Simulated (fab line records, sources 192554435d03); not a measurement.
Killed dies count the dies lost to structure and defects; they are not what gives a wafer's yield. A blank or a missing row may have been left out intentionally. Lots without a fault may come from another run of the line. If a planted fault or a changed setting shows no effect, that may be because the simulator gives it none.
Chamber matching -- flow n5_finfet -- rie_si-06 running N5_DUMMY_GATE_ETCH_32: 4 sister chambers
The step etches SiO2 in CF4, target depth 3.5 nm, time 3.9 s. 4 wafers are shown with their chamber, then 8 later ones without.

## WAFERS WITH THEIR CHAMBER
wafer,chamber,drypump_motor_current_A (A)
L089.2,0,6.1
L089.3,3,5.6
L089.5,2,5.1
L092.1,1,5.6

## WAFERS WHOSE CHAMBER IS MISSING
wafer,drypump_motor_current_A (A)
L092.2,5.6
L092.4,5.1
L095.2,5.6
L095.5,5.6
L095.6,6.0
L097.1,5.6
L097.5,6.0
L097.6,5.6

## WHICH CHAMBER EACH WENT THROUGH
wafer,from the rows above,in truth
L092.2,can't be placed: 1 or 3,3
L092.4,2,2
L095.2,can't be placed: 1 or 3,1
L095.5,can't be placed: 1 or 3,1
L095.6,0,0
L097.1,can't be placed: 1 or 3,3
L097.5,0,0
L097.6,can't be placed: 1 or 3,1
Correctly placed: 3 of 8. Unplaceable from these rows: 5, with the true chamber sitting among the candidates in 5. Wrongly placed: 0.
How it was worked out, from the rows above alone: a wafer's distance from a chamber is the root of the sum, over the readings, of the square of ((its reading less the chamber's mean) divided by the reading's scatter). The wafer belongs to the nearest chamber; if the next one is less than 2 further off, it can't be placed. For every chamber, the mean is computed from those of its wafers that are shown. The scatter: root of mean squared gap, hidden wafer to nearest shown wafer, with one shown wafer a chamber.
